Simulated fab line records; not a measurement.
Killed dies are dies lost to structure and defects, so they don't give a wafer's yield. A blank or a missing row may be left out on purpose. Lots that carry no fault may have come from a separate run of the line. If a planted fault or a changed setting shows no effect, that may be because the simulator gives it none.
The tool behind it: which one? / flow n5Finfet / Sampling: 12 lots, 36 wafers, 3 of 1938 route steps

== WHAT THE GAUGES READ, wafer by wafer ==
N5_BEOL_M13_OVL_MEAS_11.
lot=L075; measured=day 12 05:36; on=overlay-02; V12_OVL (nm)=1 0 -8
lot=L076; measured=day 12 10:34; on=overlay-02; V12_OVL (nm)=-9 -3 2
lot=L080; measured=day 12 22:56; on=overlay-01; V12_OVL (nm)=-6 1 -1
lot=L079; measured=day 13 22:19; on=overlay-01; V12_OVL (nm)=-9 -2 -9
lot=L083; measured=day 14 05:11; on=overlay-02; V12_OVL (nm)=-7 -4 -13
lot=L087; measured=day 14 18:23; on=overlay-02; V12_OVL (nm)=-14 -7 1
lot=L088; measured=day 15 07:59; on=overlay-01; V12_OVL (nm)=-1 4 -5
lot=L086; measured=day 15 17:55; on=overlay-01; V12_OVL (nm)=-8 -4 -9
lot=L092; measured=day 16 16:03; on=overlay-01; V12_OVL (nm)=-9 0 -7
lot=L093; measured=day 16 22:52; on=overlay-01; V12_OVL (nm)=2 -2 1
lot=L094; measured=day 17 18:04; on=overlay-02; V12_OVL (nm)=2 1 0
lot=L097; measured=day 18 09:11; on=overlay-02; V12_OVL (nm)=-5 -3 2

== EACH LOT AND THE TOOL THAT RAN IT (in order: tool; ch and the chambers of the sampled wafers; start) ==
lot=L075; N5_BEOL_M12_CMP_49=cmp-01 ch 0,1,3, day 12 04:30; N5_BEOL_M13_ILD_DEP_00=pecvd-02 ch 0,1,2, day 12 04:59
lot=L076; N5_BEOL_M12_CMP_49=cmp-03 ch 0,1,2, day 12 09:38; N5_BEOL_M13_ILD_DEP_00=pecvd-04 ch 0,1,2, day 12 10:05
lot=L080; N5_BEOL_M12_CMP_49=cmp-01 ch 0,1,2, day 12 22:03; N5_BEOL_M13_ILD_DEP_00=pecvd-04 ch 0,1,2, day 12 22:28
lot=L079; N5_BEOL_M12_CMP_49=cmp-01 ch 0,2,3, day 13 21:25; N5_BEOL_M13_ILD_DEP_00=pecvd-04 ch 0,1, day 13 21:50
lot=L083; N5_BEOL_M12_CMP_49=cmp-03 ch 0,1, day 14 04:04; N5_BEOL_M13_ILD_DEP_00=pecvd-04 ch 0,2, day 14 04:34
lot=L087; N5_BEOL_M12_CMP_49=cmp-03 ch 2,3, day 14 17:19; N5_BEOL_M13_ILD_DEP_00=pecvd-02 ch 0,2, day 14 17:47
lot=L088; N5_BEOL_M12_CMP_49=cmp-02 ch 0,1,2, day 15 06:52; N5_BEOL_M13_ILD_DEP_00=pecvd-02 ch 1,2, day 15 07:23
lot=L086; N5_BEOL_M12_CMP_49=cmp-01 ch 0,1,2, day 15 16:54; N5_BEOL_M13_ILD_DEP_00=pecvd-02 ch 1,2, day 15 17:18
lot=L092; N5_BEOL_M12_CMP_49=cmp-02 ch 0,3, day 16 14:57; N5_BEOL_M13_ILD_DEP_00=pecvd-02 ch 0,2, day 16 15:26
lot=L093; N5_BEOL_M12_CMP_49=cmp-01 ch 0,3, day 16 21:46; N5_BEOL_M13_ILD_DEP_00=pecvd-02 ch 1,2, day 16 22:15
lot=L094; N5_BEOL_M12_CMP_49=cmp-02 ch 0,3, day 17 17:05; N5_BEOL_M13_ILD_DEP_00=pecvd-03 ch 1,2, day 17 17:35
lot=L097; N5_BEOL_M12_CMP_49=cmp-01 ch 0,2, day 18 08:13; N5_BEOL_M13_ILD_DEP_00=pecvd-03 ch 0,1,2, day 18 08:42
- N5_BEOL_M12_CMP_49: polishes, stops on SiOC, t overpolish 20.6 s, target thk 320 nm.
- N5_BEOL_M13_ILD_DEP_00: deposits SiOC from DEMS/O2, target thk 837.92 nm, time 166.4 s.

== THE ANSWER, worked out from the rows above alone ==
Rule: the lots themselves supply what counts as usual. The widest of any qualifying gaps counts: lots, ordered by their means at a reading, are off when they make up no more than a third of the lots, leave a main group of 4 or more, and stand apart from it by 3 or more times the standard deviation of that group's means. Not used: any main group whose means are identical at the precision the tables above print for the reading. A lot without any number at a reading at which 4 lots or more have one is off too. Where the step has rows for the other lots, those lots are counted as sound.
No lot is off on any of the readings shown, so nothing can be concluded from this.

== WHAT HAD BEEN PUT IN BY THE SIMULATOR ==
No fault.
